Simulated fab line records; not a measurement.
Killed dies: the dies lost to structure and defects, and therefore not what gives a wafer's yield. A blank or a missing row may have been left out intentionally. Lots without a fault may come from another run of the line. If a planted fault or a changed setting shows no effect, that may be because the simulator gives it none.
Matching of chambers | flow nandHarc | 4 sister chambers for NHARC_A_STAIRCASE_ALD_415 on aldHk-03
The step deposits SiO2, target thk 30 nm, pulse time 6 s, ald cycles 300. 16 wafers are shown with their chamber, then 8 later ones without.

## WAFERS WITH THEIR CHAMBER
wafer  | chamber | heaterPowerW (W) | precursorPulseHeightRel
L938.1 | 1       | 416              | 0.980
L938.3 | 0       | 445              | 0.990
L938.4 | 2       | 472              | 1.033
L936.2 | 3       | 484              | 1.004
L936.4 | 2       | 459              | 0.968
L936.6 | 0       | 453              | 0.965
L937.2 | 1       | 425              | 1.013
L937.4 | 0       | 444              | 1.035
L937.5 | 3       | 477              | 0.995
L939.2 | 3       | 488              | 1.006
L939.3 | 1       | 415              | 0.957
L939.6 | 2       | 461              | 0.992
L942.2 | 0       | 452              | 0.982
L942.3 | 1       | 426              | 0.990
L942.5 | 1       | 420              | 0.986
L945.1 | 3       | 468              | 0.999

SIGNATURES, as means of the wafers listed above
reading                 | chamber 0 | chamber 1 | chamber 2 | chamber 3 | scatter within a chamber
heaterPowerW            | 448.50    | 420.40    | 464.00    | 479.25    | 6.42
precursorPulseHeightRel | 0.99300   | 0.98520   | 0.99767   | 1.00100   | 0.0233
Rule: distance of a wafer from a chamber = root of the sum over the readings of ((wafer's reading minus chamber's mean) / reading's scatter) squared. The wafer belongs to the nearest chamber; if the next one is less than 2 further off, it can't be placed. How the scatter is found: for the shown wafers, subtract from each reading the mean of its chamber, square and add these, divide the total by (wafers less chambers), then take the root.

## WAFERS MISSING THEIR CHAMBER
wafer  | heaterPowerW (W) | precursorPulseHeightRel
L945.3 | 471              | 1.009
L945.6 | 447              | 1.001
L944.1 | 421              | 0.988
L944.2 | 475              | 1.009
L944.6 | 448              | 1.007
L957.2 | 419              | 0.984
L957.3 | 454              | 1.005
L957.5 | 475              | 1.014

## EACH ONE'S CHAMBER
wafer  | from the rows above     | in truth
L945.3 | can't be placed: 2 or 3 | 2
L945.6 | 0                       | 0
L944.1 | 1                       | 1
L944.2 | can't be placed: 3 or 2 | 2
L944.6 | can't be placed: 0 or 2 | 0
L957.2 | 1                       | 1
L957.3 | can't be placed: 0 or 2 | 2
L957.5 | can't be placed: 3 or 2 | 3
Correctly placed: 3 of 8. Can't be placed from these rows: 5 (the true chamber is among the candidates in 5). Number placed wrongly: 0.
